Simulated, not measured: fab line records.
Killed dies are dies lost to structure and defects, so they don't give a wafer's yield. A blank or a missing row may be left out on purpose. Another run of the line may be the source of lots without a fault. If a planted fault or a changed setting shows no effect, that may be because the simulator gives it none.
Struck lot and sound lot, side by side / flow n5 finfet / 15 steps out of a route of 1938
Sound: wafers L523.2, L523.3, L523.6. Struck: wafers L534.2, L534.5. (L534.3 of the same lot was not struck and is left out.) The cause comes at the end.
For every step that has rows: the tool of each side, followed by ch and its chambers, followed by its first start. Under that, the readings that differ: sound wafers / struck wafers / difference of the means / sigmas: that difference in standard deviations of wafers without a fault.
alike: same words and numbers on both sides, and readings whose means sit less than 2 such deviations apart. not compared: any withheld reading, any reading some wafer has no value for, any bound like >300 that may hide the same value, and any number with overlapping values for which the record gives no deviation.
A row with sigmas, a row that says differs or no value, or rows on one side alone: a step with any of these is where the two part. Numbers that don't overlap but have no deviation are shown without sigmas and don't part them. Lack of a reading on every wafer of one side parts them only where that side has two or more wafers.

first, 3 steps without rows for these wafers: N5_BEOL_M7_EXPOSE_25 (exposes mask V6, target cd 40 nm); N5_BEOL_M7_PEB_26 (peb time 60 s); N5_BEOL_M7_DEVELOP_27 (develop time 30 s).
N5_BEOL_M7_CD_MEAS_28: target cd 40 nm.
  sound on cd sem-01 ch 0, day 10 01:00; struck on cd sem-01 ch 0, day 12 20:46
  alike: cd nm
N5_BEOL_M7_OVL_MEAS_29:
  sound on overlay-02 ch 0, day 10 01:02; struck on overlay-02 ch 0, day 12 20:48
  alike: V6_OVL
N5_BEOL_M7_INSPECT_30: inspects for defects (brightfield).
  sound on defect inspect-01 at day 10 01:05; struck on defect inspect-01 at day 12 20:51
  alike: raw defect count
N5_BEOL_M7_DESCUM_33: chemistry O2, time 7 s.
  sound on rie diel-01 ch 1,2,3, day 10 01:07; struck on rie diel-01 ch 0, day 12 20:53
reading=rf vpp V (V); sound=242.0 242.6 242.1; struck=244.1 246.7; difference=+3.2; sigmas=+3
  alike: drypump motor current A, oes product au, showerhead plenum p Torr, throttle valve pct
  not compared: rf hours counter h
N5_BEOL_M7_ETCH_72: etches underlayer in N2/H2, target depth 6.5 nm, time 5.2 s.
  sound on rie diel-01 ch 1,2,3, day 10 01:09; struck on rie diel-01 ch 0, day 12 20:55
  alike: drypump motor current A, etch rf on time s, n2 flow sccm, oes product au, rf fwd power W, rf vpp V, showerhead plenum p Torr, throttle valve pct
  not compared: rf hours counter h
N5_BEOL_M7_ETCH_65: etches SiARC in CF4, target depth 15.6 nm, time 26 s.
  sound on rie diel-01 ch 1,2,3, day 10 01:10; struck on rie diel-01 ch 0, day 12 20:56
  alike: drypump motor current A, etch rf on time s, oes product au, rf fwd power W, rf vpp V, showerhead plenum p Torr, throttle valve pct
  not compared: rf hours counter h
N5_BEOL_M7_ETCH_66: etches SOC in N2/H2, target depth 80 nm, overetch 16 nm, time 120 s.
  sound on rie diel-01 ch 1,2,3, day 10 01:12; struck on rie diel-01 ch 0, day 12 20:58
  alike: drypump motor current A, n2 flow sccm, oes product au, rf fwd power W, rf vpp V, showerhead plenum p Torr, throttle valve pct
  not compared: rf hours counter h
then, 2 steps without rows for these wafers: N5_BEOL_M7_STRIP_69 (strips in N2/H2); N5_BEOL_M7_STRIP_73 (strips in N2/H2).
N5_BEOL_M7_VIA_ETCH_34: etches SiCOH lowk in C4F6/O2, target depth 125.5 nm, time 50.5 s.
  sound on rie diel-01 ch 1,2,3, day 10 01:18; struck on rie diel-01 ch 0, day 12 21:04
reading=oes_f_703_au (a.u.); sound=0.78 0.85 0.83; struck=0.58 0.57; difference=-0.24; sigmas=-4
reading=oes_o_777_au (a.u.); sound=0.76 0.86 0.82; struck=0.60 0.60; difference=-0.21; sigmas=-3
reading=rf fwd power W (W); sound=342.6 337.7 343.1; struck=258.7 259.4; difference=-82.1; sigmas=-59
reading=rf vpp V (V); sound=672 680 665; struck=770 768; difference=+97; sigmas=+19
reading=showerhead plenum p Torr (Torr); sound=2.85 2.90 2.75; struck=3.00 3.00; difference=+0.17; sigmas=+2
reading=model.etch.depth nm (nm); sound=125.2 125.3 126.5; struck=114 113.2; difference=-12; sigmas=
reading=model.SOC_of_BEOL_M7_COAT_63.thk nm (nm); sound=54.2 54 54; struck=54.6 54.6; difference=+0.5; sigmas=
  alike: drypump motor current A, oes product au, throttle valve pct
  not compared: rf hours counter h
then, 1 step without rows for these wafers: N5_BEOL_M7_STRIP_76 (strips in C4F6/O2).
-- record jumps: 3 days separate the struck wafers' starts on either side; left off in module BEOL_M7, taken up again in module PASSIVATION, whose first shown step is the route's number 1936 --
N5_PASSIVATION_PROBE_49:
  sound on prober-01 at day 13 01:28; struck on prober-01 at day 16 08:40
  alike: defect limited yield, killed_at_M0_to_M3, killed_at_M4_up, killed at contacts, killed at front end, killed at other, killed dies, killed open, killed short, sort_bin_5_function, sort_bin_6_memory, sort n pass, sort yield pct

## WHERE THEY PART
At N5_BEOL_M7_DESCUM_33 first; at N5_BEOL_M7_VIA_ETCH_34 last (within this record only). Later steps at which nothing parts them and some readings are alike: N5_PASSIVATION_PROBE_49.

WHY: what the simulator had put in
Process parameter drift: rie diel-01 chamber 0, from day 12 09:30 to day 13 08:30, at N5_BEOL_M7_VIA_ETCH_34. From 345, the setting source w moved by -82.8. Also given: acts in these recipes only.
